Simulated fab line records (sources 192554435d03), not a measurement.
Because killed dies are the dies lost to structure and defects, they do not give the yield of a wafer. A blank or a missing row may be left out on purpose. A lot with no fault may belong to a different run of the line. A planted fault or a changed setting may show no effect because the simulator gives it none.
fab line records	flow n5Finfet
record: lots: 7	wafers: 39
route steps=1938 shown DUMMY_GATE@228 SPACER0@258 MOL_CONTACT_COAG@562
startH: start of the lot's first displayed wafer, in hours after the record's first day	waitH: how many hours have passed since the lot's step before this one	" same as the row above	L1.1+2: one row covering several wafers at once	- no value present, or no start provided	* or withheld: withheld	< > ~ a bound
route shown NAME@n: NAME is a module with steps in the file, n the number in the route of the first one	usual: mean and standard deviation over wafers with no fault	same: alike in all rows	chamber/n: place in a boat	sites: each site's reading	_std_site: standard deviation of those values	_edge_site: mean of outer sites minus mean of inner sites	radiusMm: how far each site lies from the wafer's centre	mask NAME#n: copy n	behind: tool/chamber where the wafer was last shaped	hold: the reason the lot was held/the length of the hold in hours/how it ended	device: names the non-switching transistor (n, p or np)	end of line: tests run on the same wafers once the route is complete	a step with no rows: only its recipe	killed: the dies lost at the first sort to structure and to defects; this is not the yield of the wafer	map: the dies of a wafer, with x for killed, . for not killed, _ for no die there
set.NAME: the setting that was run; set.NAME@STEP: the one run at that earlier step	model.NAME: the simulator's own value behind a step, which no gauge read
one table per step and one row per wafer, for lots whose settings were changed on purpose
== steps ==
step: N5_DUMMY_GATE_EXPOSE_12
recipe: maskId: GATE	na: 0.33	sourceShape: annular	sigmaInner: 0.2	sigmaOuter: 0.6	polarization: unpolarized	targetCdNm: 25	doseMj: 34
lot.wafer	tool	chamber	startH	waitH	mask	set.doseMj
L074.1+3+6	euvScanner-01	0	45.32	-	GATE#0	31.69
L074.2+4+5	"	0	"	"	GATE#0	34
L076.1+2+3+4+5+6	euvScanner-02	0	59.57	-	GATE#0	34
L081.1+2+3+4+5+6	euvScanner-01	0	90.17	-	GATE#0	34
L082.1+2+3+4+5+6	euvScanner-02	0	92.56	-	GATE#0	34
L086.1+2+6	euvScanner-02	0	117.78	-	GATE#0	33.01
L086.3+4+5	"	0	"	"	GATE#0	34
L090.2+3+5	euvScanner-02	0	143.38	-	GATE#0	34
L097.1+5+6	euvScanner-01	0	183.15	-	GATE#0	34
L097.2+3+4	"	0	"	"	GATE#0	31.3
step: N5_DUMMY_GATE_PEB_13
recipe: pebTempC: 100	pebTimeS: 60	resist: CAR-EUV
step: N5_DUMMY_GATE_DEVELOP_14
recipe: developTimeS: 30	developer: TMAH	resist: CAR-EUV	rinseLiquid: surfactantRinse	dry: airSpin	devTempC: 23
step: N5_DUMMY_GATE_CD_MEAS_15
recipe: targetCdNm: 25.8	landingEnergyEv: 500	detector: seInlens
usual: cdNm: 25.01/0.21
lot.wafer	tool	chamber	startH	waitH	set.doseMj@DUMMY_GATE_EXPOSE_12	cdNm
L074.1	cdSem-03	0	45.44	-	31.69	26.65
L074.2	"	0	"	"	34	24.94
L074.3	"	0	"	"	31.69	26.27
L074.4	"	0	"	"	34	25.26
L074.5	"	0	"	"	34	25.14
L074.6	"	0	"	"	31.69	26.00
L076.1	cdSem-03	0	59.70	-	34	24.82
L076.2	"	0	"	"	34	24.88
L076.3	"	0	"	"	34	25.03
L076.4	"	0	"	"	34	24.53
L076.5	"	0	"	"	34	25.00
L076.6	"	0	"	"	34	24.75
L081.1	cdSem-01	0	90.30	-	34	24.98
L081.2	"	0	"	"	34	24.74
L081.3	"	0	"	"	34	25.00
L081.4	"	0	"	"	34	24.93
L081.5	"	0	"	"	34	24.93
L081.6	"	0	"	"	34	24.80
L082.1	cdSem-01	0	92.68	-	34	25.35
L082.2	"	0	"	"	34	25.24
L082.3	"	0	"	"	34	24.93
L082.4	"	0	"	"	34	24.93
L082.5	"	0	"	"	34	25.21
L082.6	"	0	"	"	34	25.11
L086.1	cdSem-01	0	117.91	-	33.01	25.67
L086.2	"	0	"	"	33.01	25.84
L086.3	"	0	"	"	34	25.00
L086.4	"	0	"	"	34	24.92
L086.5	"	0	"	"	34	24.94
L086.6	"	0	"	"	33.01	25.49
L090.2	cdSem-02	0	143.51	-	34	25.09
L090.3	"	0	"	"	34	25.12
L090.5	"	0	"	"	34	25.16
L097.1	cdSem-03	0	183.28	-	34	24.91
L097.2	"	0	"	"	31.3	26.49
L097.3	"	0	"	"	31.3	26.67
L097.4	"	0	"	"	31.3	26.68
L097.5	"	0	"	"	34	24.94
L097.6	"	0	"	"	34	25.02
step: N5_DUMMY_GATE_STRIP_38
recipe: chemistry: N2/H2	tempC: 40	n2FlowSccm: 200	h2FlowSccm: 200	rfFrequencyHz: 6e+07
step: N5_DUMMY_GATE_STRIP_39
recipe: chemistry: N2/H2	tempC: 40	n2FlowSccm: 200	h2FlowSccm: 200	rfFrequencyHz: 6e+07
step: N5_DUMMY_GATE_TRIM_49
recipe: chemistry: O2	resist: SOC	timeS: 29	targetCdNm: 14	sourcePowerW: 300	biasPowerW: 0	O2_flow_sccm: 100	tempC: 20
lot.wafer	tool	chamber	startH	waitH	set.doseMj@DUMMY_GATE_EXPOSE_12	model.DUMMY_GATE.cdNm
L074.1+6	rieSi-02	0,2	45.80	0.0	31.69	15
L074.2	"	3	"	"	34	14.2
L074.3	"	1	"	"	31.69	15.2
L074.4	"	2	"	"	34	13.8
L074.5	"	3	"	"	34	14
L076.1	rieSi-03	0	60.06	0.0	34	13.2
L076.2+4	"	2,3	"	"	34	13.4
L076.3	"	1	"	"	34	14
L076.5	"	2	"	"	34	13.6
L076.6	"	1	"	"	34	13.8
L081.1+3+6	rieSi-03	2,3,0	90.65	0.0	34	13.8
L081.2	"	1	"	"	34	14
L081.4	"	0	"	"	34	13.4
L081.5	"	1	"	"	34	14.4
L082.1+4+6	rieSi-05	3,0,0	93.04	0.0	34	14
L082.2+3	"	1,2	"	"	34	14.2
L082.5	"	1	"	"	34	14.4
L086.1	rieSi-03	1	118.26	0.0	33.01	15
L086.2	"	0	"	"	33.01	14.2
L086.3	"	2	"	"	34	13.8
L086.4	"	3	"	"	34	14
L086.5	"	3	"	"	34	14.2
L086.6	"	2	"	"	33.01	14.6
L090.2+3	rieSi-02	3,0	143.93	0.0	34	14.4
L090.5	"	0	"	"	34	14.2
L097.1+5	rieSi-03	3	183.64	0.0	34	13.8
L097.2	"	2	"	"	31.3	14.8
L097.3	"	1	"	"	31.3	15.6
L097.4	"	0	"	"	31.3	15.2
L097.6	"	0	"	"	34	13.6
step: N5_DUMMY_GATE_ETCH_32
recipe: chemistry: CF4	target: SiO2	targetDepthA: 35	timeS: 3.9	ionEnergyEv: 350	pressureMtorr: 10	icpW: 800	biasW: 400	cf4FlowSccm: 80
lot.wafer	tool	chamber	startH	waitH	set.timeS	model.etch.depthNm
L074.1	rieSi-03	0	46.24	0.1	3.9	3.586
L074.2	"	3	"	"	3.05	2.713
L074.3	"	1	"	"	3.05	2.662
L074.4	"	2	"	"	3.05	2.805
L074.5	"	2	"	"	3.9	3.611
L074.6	"	3	"	"	3.9	3.528
L076.1	rieSi-05	3	60.68	0.1	3.9	3.548
L076.2	"	2	"	"	3.9	3.493
L076.3	"	1	"	"	3.9	3.361
L076.4	"	3	"	"	3.9	3.568
L076.5	"	1	"	"	3.9	3.371
L076.6	"	2	"	"	3.9	3.492
L081.1	rieSi-03	0	91.14	0.1	4.577	4.223
L081.2	"	3	"	"	4.577	4.087
L081.3	"	2	"	"	4.577	4.248
L081.4	"	1	"	"	3.9	3.361
L081.5	"	2	"	"	3.9	3.623
L081.6	"	1	"	"	3.9	3.359
L082.1	rieSi-05	3	93.99	0.1	3.9	3.562
L082.2	"	2	"	"	3.544	3.129
L082.3	"	1	"	"	3.544	3.04
L082.4	"	0	"	"	3.9	3.371
L082.5	"	1	"	"	3.544	3.061
L082.6	"	0	"	"	3.9	3.356
L086.1	rieSi-02	1	118.71	0.1	3.9	3.6
L086.2	"	3	"	"	3.9	3.525
L086.3	"	2	"	"	3.41	3.066
L086.4	"	0	"	"	3.9	3.44
L086.5	"	3	"	"	3.41	3.08
L086.6	"	2	"	"	3.41	3.029
L090.2	rieSi-02	0	144.53	0.1	3.9	3.452
L090.3	"	2	"	"	3.9	3.52
L090.5	"	2	"	"	3.9	3.496
L097.1	rieSi-05	3	184.08	0.1	4.741	4.345
L097.2	"	1	"	"	4.741	4.142
L097.3	"	2	"	"	3.9	3.545
L097.4	"	0	"	"	3.9	3.414
L097.5	"	1	"	"	3.9	3.397
L097.6	"	2	"	"	4.741	4.298
step: N5_SPACER0_ALD_07
recipe: material: SiNx	targetThkA: 20	tempC: 400	aldPrecursorFamily: SiH2I2	aldCoReactant: N2/H2-plasma	pressureTorr: 2
lot.wafer	tool	chamber	startH	waitH	set.targetThkA	model.SiNx_of_SPACER0_ALD_07.thkNm
L074.1+2+3+4+5+6	aldSin-02	0,3,1,2,2,1	47.23	0.5	20	2
L076.1+2+3+4+5+6	aldSin-03	0,2,3,1,2,1	61.20	0.0	20	2
L081.1+2+4	aldSin-01	2,0,3	91.88	0.3	20	2
L081.3+5	"	1	"	"	18.97	2
L081.6	"	2	"	"	18.97	1.8
L082.1+5+6	aldSin-01	3,2,3	94.88	0.4	20	2
L082.2+3+4	"	2,0,0	"	"	23.11	2.4
L086.1+5+6	aldSin-01	1,1,2	120.18	0.8	20	2
L086.2+3+4	"	2,0,3	"	"	23.1	2.4
L090.2+3+5	aldSin-02	2,0,1	145.26	0.2	20	2
L097.1+3+5	aldSin-03	3,1,2	187.53	3.0	18.65	1.8
L097.2+4+6	"	0,2,3	"	"	20	2
step: N5_MOL_CONTACT_COAG_ALD_123
recipe: material: SiNx	targetThkA: 50	tempC: 400	aldPrecursorFamily: SiH2I2	aldCoReactant: N2/H2-plasma	pulseTimeS: 1	purgeTimeS: 2	coReactantPurgeTimeS: 2	aldCycles: 100	pressureTorr: 2
lot.wafer	tool	chamber	startH	waitH	set.aldCycles	model.SiNx_of_MOL_CONTACT_COAG_ALD_123.thkNm
L074.1+4+6	aldSin-04	0,3,3	100.08	0.0	100	5
L074.2+3+5	"	2,1,0	"	"	88	4.4
L076.1+2+3+4+5+6	aldSin-02	2,3,1,0,0,3	110.94	0.0	100	5
L081.1+4+5	aldSin-02	0,3,2	144.77	0.0	100	5
L081.2+3+6	"	1,2,1	"	"	85	4.2
L082.1+2+6	aldSin-04	2,3,2	145.12	0.1	93	4.6
L082.3+4+5	"	1,0,1	"	"	100	5
L086.1+2+3	aldSin-02	3,0,1	168.00	0.0	93	4.6
L086.4+5+6	"	2,2,1	"	"	100	5
L090.2+3+5	aldSin-02	3,2,2	195.06	0.0	100	5
L097.1+2+3+4+5+6	aldSin-01	3,1,0,0,1,3	234.06	0.1	100	5
step: N5_MOL_CONTACT_COAG_VIA_ETCH_117
recipe: chemistry: C4F6/O2	targetDepthA: 400	overetchA: 80	maskMaterial: SOC	target: SiO2	biasW: 455	pressureMtorr: 10	timeS: 26	sourceW: 325	Ar_flow_sccm: 300	C4F6_flow_sccm: 10	O2_flow_sccm: 10	ionEnergyEv: 575.3	ends: endPoint
usual: rfVppV: 1593/27
lot.wafer	tool	chamber	startH	waitH	set.biasW	rfVppV
L074.1	rieDiel-05	3	103.33	0.0	485.1	1676
L074.2	"	0	"	"	455	1571
L074.3	"	1	"	"	485.1	1662
L074.4	"	2	"	"	455	1564
L074.5	"	1	"	"	485.1	1664
L074.6	"	2	"	"	455	1565
L076.1	rieDiel-02	2	114.48	0.0	455	1544
L076.2	"	0	"	"	455	1634
L076.3	"	1	"	"	406.5	1457
L076.4	"	2	"	"	406.5	1418
L076.5	"	1	"	"	455	1586
L076.6	"	0	"	"	406.5	1501
L081.1	rieDiel-04	3	147.95	0.0	525.6	1776
L081.2	"	2	"	"	455	1592
L081.3	"	1	"	"	455	1609
L081.4	"	0	"	"	525.6	1822
L081.5	"	0	"	"	455	1637
L081.6	"	3	"	"	525.6	1778
L082.1	rieDiel-05	1	148.21	0.0	370.5	1357
L082.2	"	0	"	"	455	1570
L082.3	"	2	"	"	370.5	1341
L082.4	"	3	"	"	370.5	1367
L082.5	"	2	"	"	455	1565
L082.6	"	3	"	"	455	1599
L086.1	rieDiel-04	1	171.72	0.0	520.7	1774
L086.2	"	3	"	"	455	1596
L086.3	"	1	"	"	455	1608
L086.4	"	3	"	"	520.7	1764
L086.5	"	3	"	"	455	1597
L086.6	"	1	"	"	520.7	1776
L090.2	rieDiel-05	1	198.28	0.0	455	1585
L090.3	"	2	"	"	455	1563
L090.5	"	0	"	"	455	1571
L097.1	rieDiel-02	1	236.79	0.0	455	1583
L097.2	"	2	"	"	386.9	1365
L097.3	"	3	"	"	386.9	1452
L097.4	"	0	"	"	455	1633
L097.5	"	3	"	"	386.9	1452
L097.6	"	0	"	"	455	1632
step: N5_MOL_CONTACT_COAG_ETCH_124
recipe: chemistry: CH3F/O2	target: SiNx	targetDepthA: 65	maskMaterial: SOC	stopOn: SiOC	overEtchFrac: 0.3	ionEnergyEv: 120	pressureMtorr: 30	sourceW: 395	biasW: 73	Ar_flow_sccm: 150	CH3F_flow_sccm: 30	O2_flow_sccm: 20	ends: endPoint
lot.wafer	tool	chamber	startH	waitH	set.aldCycles@MOL_CONTACT_COAG_ALD_123	model.etch.depthNm
L074.1	rieDiel-05	3	103.36	0.0	100	5.012
L074.2	"	0	"	"	88	4.381
L074.3	"	1	"	"	88	4.403
L074.4	"	2	"	"	100	5.004
L074.5	"	1	"	"	88	4.394
L074.6	"	2	"	"	100	5.014
L076.1	rieDiel-02	2	114.51	0.0	100	5.027
L076.2	"	0	"	"	100	5.002
L076.3	"	1	"	"	100	5.012
L076.4	"	2	"	"	100	5
L076.5	"	1	"	"	100	4.998
L076.6	"	0	"	"	100	5.004
L081.1	rieDiel-04	3	147.98	0.0	100	5.022
L081.2	"	2	"	"	85	4.267
L081.3	"	1	"	"	85	4.272
L081.4	"	0	"	"	100	5.025
L081.5	"	0	"	"	100	5.014
L081.6	"	3	"	"	85	4.246
L082.1	rieDiel-05	1	148.23	0.0	93	4.64
L082.2	"	0	"	"	93	4.66
L082.3	"	2	"	"	100	5.028
L082.4	"	3	"	"	100	4.988
L082.5	"	2	"	"	100	5.004
L082.6	"	3	"	"	93	4.628
L086.1	rieDiel-04	1	171.76	0.0	93	4.66
L086.2	"	3	"	"	93	4.639
L086.3	"	1	"	"	93	4.636
L086.4	"	3	"	"	100	5.006
L086.5	"	3	"	"	100	4.991
L086.6	"	1	"	"	100	5.009
L090.2	rieDiel-05	1	198.31	0.0	100	5.025
L090.3	"	2	"	"	100	5.038
L090.5	"	0	"	"	100	4.994
L097.1	rieDiel-02	1	236.82	0.0	100	4.994
L097.2	"	2	"	"	100	4.94
L097.3	"	3	"	"	100	4.983
L097.4	"	0	"	"	100	4.965
L097.5	"	3	"	"	100	4.969
L097.6	"	0	"	"	100	4.991
== key ==
split: step: N5_DUMMY_GATE_EXPOSE_12	setting: doseMj	stated: 34	by: wafer
response: step: N5_DUMMY_GATE_CD_MEAS_15	reading: cdNm	change: -0.198	per: 1%	r: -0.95
response: step: N5_DUMMY_GATE_TRIM_49	reading: model.DUMMY_GATE.cdNm	change: -0.175	per: 1%	r: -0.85
split: step: N5_DUMMY_GATE_ETCH_32	setting: timeS	stated: 3.9	by: wafer
response: step: N5_DUMMY_GATE_ETCH_32	reading: model.etch.depthNm	change: +0.039	per: 1%	r: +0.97
split: step: N5_SPACER0_ALD_07	setting: targetThkA	stated: 20	by: wafer
response: step: N5_SPACER0_ALD_07	reading: model.SiNx_of_SPACER0_ALD_07.thkNm	change: +0.0255	per: 1%	r: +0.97
split: step: N5_MOL_CONTACT_COAG_ALD_123	setting: aldCycles	stated: 100	by: wafer
response: step: N5_MOL_CONTACT_COAG_ALD_123	reading: model.SiNx_of_MOL_CONTACT_COAG_ALD_123.thkNm	change: +0.0531	per: 1%	r: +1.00
response: step: N5_MOL_CONTACT_COAG_ETCH_124	reading: model.etch.depthNm	change: +0.0511	per: 1%	r: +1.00
split: step: N5_MOL_CONTACT_COAG_VIA_ETCH_117	setting: biasW	stated: 455	by: wafer
response: step: N5_MOL_CONTACT_COAG_VIA_ETCH_117	reading: rfVppV	change: +12.2	per: 1%	r: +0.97
